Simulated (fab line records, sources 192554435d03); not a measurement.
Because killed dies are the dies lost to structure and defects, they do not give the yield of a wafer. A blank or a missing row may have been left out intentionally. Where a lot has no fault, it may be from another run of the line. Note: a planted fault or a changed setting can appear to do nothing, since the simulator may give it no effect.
Split-lot experiment | flow n5 finfet | 7 lots, 21 wafers read, on a route of 1938 steps

## SPLIT DETAILS
At N5_BEOL_M2_COAT_62 (time 60 s, resist thk 12 nm), the setting spin rpm was moved away from the recipe's 1500 rpm on 7 of the 21 wafers read, by -8.2% to +10.5%. The other wafers ran this setting at the recipe's value.

## FROM THE SPLIT TO THE READING: what the file shows between them, 5 steps
- N5_BEOL_M2_COAT_73: time 60 s, resist thk 5 nm (also split here: temp c)
- N5_BEOL_M2_COAT_05: resist thk 30 nm
- N5_BEOL_M2_EBR_07
- N5_BEOL_M2_DESCUM_16: chemistry O2, time 7 s
- N5_BEOL_M2_ETCH_74: etches underlayer in N2/H2, target depth 6.5 nm, time 5.2 s

## THE READING
etch.depth nm (the simulator's own value, which no gauge read), in nm, at N5_BEOL_M2_ETCH_63 (etches SiARC in CF4, target depth 15.6 nm, time 26 s). No usual value for it is given in the file. The 14 wafers here that ran the recipe average 12.02 nm, standard deviation 0.03 nm.

wafer  | tool, chamber at the split | spin rpm as run, rpm | against the recipe | etch.depth nm, nm | against lot-mates on the recipe
L074.1 | litho track-05, 0          | 1411                 | -5.9%              | 12.41             | +0.35
L074.3 | litho track-05, 0          | 1500                 | recipe             | 12.06             | -
L074.5 | litho track-05, 0          | 1500                 | recipe             | 12.06             | -
L078.2 | litho track-04, 0          | 1500                 | recipe             | 12.06             | -
L078.3 | litho track-04, 0          | 1500                 | recipe             | 12.06             | -
L078.6 | litho track-04, 0          | 1500                 | recipe             | 12.07             | -
L086.2 | litho track-01, 0          | 1500                 | recipe             | 12                | -
L086.4 | litho track-01, 0          | 1500                 | recipe             | 12.01             | -
L086.6 | litho track-01, 0          | 1377                 | -8.2%              | 12.56             | +0.56
L090.2 | litho track-05, 0          | 1500                 | recipe             | 11.99             | -
L090.4 | litho track-05, 0          | 1398                 | -6.8%              | 12.39             | +0.40
L090.6 | litho track-05, 0          | 1398                 | -6.8%              | 12.4              | +0.41
L088.3 | litho track-05, 0          | 1658                 | +10.5%             | 11.43             | -0.58
L088.5 | litho track-05, 0          | 1658                 | +10.5%             | 11.36             | -0.65
L088.6 | litho track-05, 0          | 1500                 | recipe             | 12.01             | -
L091.2 | litho track-04, 0          | 1500                 | recipe             | 11.99             | -
L091.4 | litho track-04, 0          | 1500                 | recipe             | 12.01             | -
L091.6 | litho track-04, 0          | 1654                 | +10.3%             | 11.44             | -0.56
L095.1 | litho track-05, 0          | 1500                 | recipe             | 12.01             | -
L095.3 | litho track-05, 0          | 1500                 | recipe             | 11.99             | -
L095.5 | litho track-05, 0          | 1500                 | recipe             | 12                | -

THE FIT
A straight line over all 21 wafers: etch.depth nm changes by -0.0593 nm for each +1% of spin rpm; r = -0.99; the points scatter about the line by 0.034 nm.
The same after taking each lot's own level away (the mean of its wafers on the recipe; 21 wafers): -0.0591 nm for each +1%; r = -1.00; scatter 0.022 nm.
According to that fit, moving spin rpm by its largest amount changes the reading by 0.62 nm.
Across the lots, their own levels run from 11.990 to 12.063 nm, a range of 2.4 times the standard deviation given above.
So the lot-to-lot level changes the slope little: the two slopes agree.
Check: for one of the wafers moved furthest among these (+10.5%), held out of the fit, the line's prediction against its lot-mates is -0.628 nm. Against them it came out at -0.58 nm.

## FURTHER SPLITS ON THESE WAFERS
Note: prior to the reading, these wafers also went through further splits. Each is held against what the fit with the lots' levels taken away leaves over:
other split on the same wafers           | wafers away from the commonest value | r with etch.depth nm (lot level and that fit taken away)
N5_SD_EPI_P_EPI_21 epi growth time s     | 6                                    | -0.02
N5_GATE_CUT_ETCH_56 icp w                | 8                                    | -0.15
N5_GATE_CUT_ALD_22 ald cycles            | 5                                    | +0.02
N5_MOL_CONTACT_COAG_CVD_140 target thk a | 8                                    | -0.07
N5_BEOL_M1_COAT_05 spin rpm              | 9                                    | +0.44
N5_BEOL_M2_COAT_73 temp c                | 9                                    | -0.04

## THE WHOLE CHAIN: every reading that the file lists as answering this split, in the file's order
step               | what it does                                         | reading                                                                          | change (the file's fit)                | r (the file's)
N5_BEOL_M2_COAT_62 | time 60 s, resist thk 12 nm                          | SiARC_of_BEOL_M2_COAT_62.thk nm (the simulator's own value, which no gauge read) | -0.0616 nm for each +1% of the setting | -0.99
N5_BEOL_M2_ETCH_63 | etches SiARC in CF4, target depth 15.6 nm, time 26 s | etch.depth nm (the simulator's own value, which no gauge read)                   | -0.0594 nm for each +1% of the setting | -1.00

## THE FILE'S OWN FIT
etch.depth nm changes by -0.0594 nm for each +1% of spin rpm, r = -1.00.
